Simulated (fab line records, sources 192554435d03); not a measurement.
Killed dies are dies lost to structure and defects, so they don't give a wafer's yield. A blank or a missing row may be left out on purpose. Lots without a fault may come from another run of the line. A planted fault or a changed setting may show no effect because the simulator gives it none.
A struck lot beside a sound one | flow n5_finfet | 15 steps out of a route of 1938
Sound: wafers L259.1, L259.2, L259.6. Struck: wafers L269.1, L269.5, L269.6. The cause comes at the end.
At each step with rows: each side's tool, then ch and its chambers, then its first start. Under that, the readings that differ: sound wafers | struck wafers | difference of the means | sigmas: that difference in standard deviations of wafers without a fault.
alike: readings whose means differ by less than 2 such deviations, and words and numbers that are the same on both sides. not compared: withheld readings, readings that some wafer has no value for, bounds like >300 that may hide the same value, and numbers for which the record gives no deviation and whose values overlap.
The two part at a step that has a row with sigmas, a row that says differs or no value, or rows on one side only. Numbers that don't overlap but have no deviation are shown without sigmas and don't part them. A reading that every wafer of one side lacks parts them only if that side has two wafers or more.

first, 1 step without rows for these wafers: N5_BEOL_M12_STRIP_70 (strips in C4F8/O2/Ar).
N5_BEOL_M12_OCD_MEAS_35:
  sound on ocd-02, day 12 08:44; struck on ocd-02, day 14 13:58
  reading              | sound       | struck      | difference | sigmas
  trench_depth_nm (nm) | 315 313 313 | 328 325 329 | +14        | +2
then, 1 step without rows for these wafers: N5_BEOL_M12_STRIP_37 (strips in N2/H2).
N5_BEOL_M12_ETCH_38: etches SiCN in CF4/N2, target depth 68.7 nm, time 73.4 s.
  sound on rie_diel-03 ch 0,1,3, day 12 11:51; struck on rie_diel-04 ch 0,2, day 14 16:51
  alike: drypump_motor_current_A, oes_product_au, rf_vpp_V, showerhead_plenum_p_Torr, throttle_valve_pct
  not compared: rf_hours_counter_h
then, 2 steps without rows for these wafers: N5_BEOL_M12_PRECLEAN_39 (cleans in residue remover, time 60 s); N5_BEOL_M12_SRD_40 (time 30 s, dry time 30 s).
N5_BEOL_M12_DEGAS_41: time 60 s.
  sound on pvd_sputter-02, day 12 12:05; struck on pvd_sputter-01, day 14 17:13
  alike: heater_power_w
then, 1 step without rows for these wafers: N5_BEOL_M12_PRE_CLEAN_42 (time 30 s).
N5_BEOL_M12_SPUTTER_43: material TaN, target thk 15 nm, time 24.19 s.
  sound on pvd_sputter-02, day 12 12:10; struck on pvd_sputter-01, day 14 17:18
  alike: throttle_valve_pct
N5_BEOL_M12_SPUTTER_44: material Ta, target thk 10 nm, time 16.13 s.
  sound on pvd_sputter-02, day 12 12:15; struck on pvd_sputter-01, day 14 17:23
  alike: throttle_valve_pct
N5_BEOL_M12_SPUTTER_45: material Cu, target thk 80 nm, time 13.33 s.
  sound on pvd_sputter-02, day 12 12:20; struck on pvd_sputter-01, day 14 17:28
  alike: throttle_valve_pct
then, 1 step without rows for these wafers: N5_BEOL_M12_ECD_47 (material Cu, target thk 720 nm).
N5_BEOL_M12_ANNEAL_48: time 90 s.
  sound on rtp_anneal-01 ch 0, day 12 12:45; struck on rtp_anneal-02, day 14 18:10
  no value came back on the struck wafers for anneal_temp_c (C), anneal_temp_c_max, wafer_temp_C_max; on the sound wafers anneal_temp_c (C) reads 225.19 225.00 225.13
then, 1 step without rows for these wafers: N5_BEOL_M12_CMP_49 (polishes, stops on SiOC, t overpolish 20.6 s, target thk 320 nm).
N5_PASSIVATION_PROBE_49:
  sound on prober-02, day 14 03:44; struck on prober-02, day 16 03:40
  alike: defect_limited_yield, killed_at_M0_to_M3, killed_at_M4_up, killed_at_contacts, killed_at_front_end, killed_at_other, killed_dies, killed_on_rim, killed_open, killed_short, sort_bin_5_function, sort_bin_6_memory, sort_n_pass, sort_yield_pct

WHERE THEY PART
First at N5_BEOL_M12_OCD_MEAS_35; last, within this record, at N5_BEOL_M12_ANNEAL_48. Later steps at which nothing parts them and some readings are alike: N5_PASSIVATION_PROBE_49.

WHY: what the simulator had put in
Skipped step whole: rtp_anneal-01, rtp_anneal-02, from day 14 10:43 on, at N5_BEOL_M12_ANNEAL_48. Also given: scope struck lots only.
